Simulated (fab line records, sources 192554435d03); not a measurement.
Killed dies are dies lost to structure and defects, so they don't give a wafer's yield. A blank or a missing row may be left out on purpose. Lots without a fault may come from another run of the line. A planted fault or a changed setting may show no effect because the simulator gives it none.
Chamber matching | flow n5_finfet | N5_BEOL_M14_ETCH_59 on rie_diel-04: 4 sister chambers
The step etches BARC in N2/H2, target depth 89 nm, overetch 26.7 nm, time 67.9 s. 16 wafers are shown with their chamber, then 8 later ones without.

WAFERS WITH THEIR CHAMBER
wafer  | chamber | showerhead_plenum_p_Torr (Torr) | throttle_valve_pct (%) | oes_product_au (a.u.)
L077.4 | 1       | 2.48                            | 17.90                  | 0.72
L077.5 | 2       | 2.57                            | 17.95                  | 0.71
L077.6 | 3       | 2.56                            | 17.87                  | 0.69
L080.2 | 2       | 2.57                            | 17.95                  | 0.68
L080.3 | 0       | 2.49                            | 17.53                  | 0.83
L080.6 | 1       | 2.48                            | 17.93                  | 0.72
L081.3 | 0       | 2.49                            | 17.53                  | 0.82
L081.5 | 3       | 2.56                            | 17.87                  | 0.69
L081.6 | 2       | 2.56                            | 17.97                  | 0.69
L084.2 | 2       | 2.56                            | 17.98                  | 0.69
L084.3 | 3       | 2.56                            | 17.87                  | 0.68
L084.4 | 1       | 2.47                            | 17.94                  | 0.71
L085.1 | 3       | 2.56                            | 17.87                  | 0.68
L085.2 | 1       | 2.47                            | 17.95                  | 0.71
L085.3 | 0       | 2.49                            | 17.55                  | 0.79
L089.3 | 1       | 2.47                            | 17.97                  | 0.69

SIGNATURES (means of the wafers above)
reading                  | chamber 0 | chamber 1 | chamber 2 | chamber 3 | scatter within a chamber
showerhead_plenum_p_Torr | 2.4900    | 2.4740    | 2.5650    | 2.5600    | 0.00428
throttle_valve_pct       | 17.5367   | 17.9380   | 17.9625   | 17.8700   | 0.0174
oes_product_au           | 0.8133    | 0.7100    | 0.6925    | 0.6850    | 0.013
Rule: a wafer's distance from a chamber is the root of the sum, over the readings, of the square of ((its reading less the chamber's mean) divided by the reading's scatter). The wafer belongs to the nearest chamber; if the next one is less than 2 further off, it can't be placed. The scatter: the root of (the sum of the squares of (reading less its chamber's mean) over the shown wafers, divided by (wafers less chambers)).

WAFERS WITHOUT THEIR CHAMBER
wafer  | showerhead_plenum_p_Torr (Torr) | throttle_valve_pct (%) | oes_product_au (a.u.)
L089.4 | 2.56                            | 17.99                  | 0.68
L089.5 | 2.49                            | 17.55                  | 0.79
L092.2 | 2.47                            | 17.97                  | 0.69
L092.5 | 2.55                            | 17.90                  | 0.67
L092.6 | 2.48                            | 17.57                  | 0.78
L095.2 | 2.55                            | 18.03                  | 0.67
L095.3 | 2.48                            | 17.60                  | 0.77
L095.6 | 2.48                            | 17.59                  | 0.76

WHICH CHAMBER EACH WENT THROUGH
wafer  | from the rows above | in truth
L089.4 | 2                   | 2
L089.5 | 0                   | 0
L092.2 | 1                   | 1
L092.5 | 3                   | 3
L092.6 | 0                   | 0
L095.2 | 2                   | 2
L095.3 | 0                   | 0
L095.6 | 0                   | 0
Placed correctly: 8 of 8. Can't be placed from these rows: 0. Placed wrongly: 0.
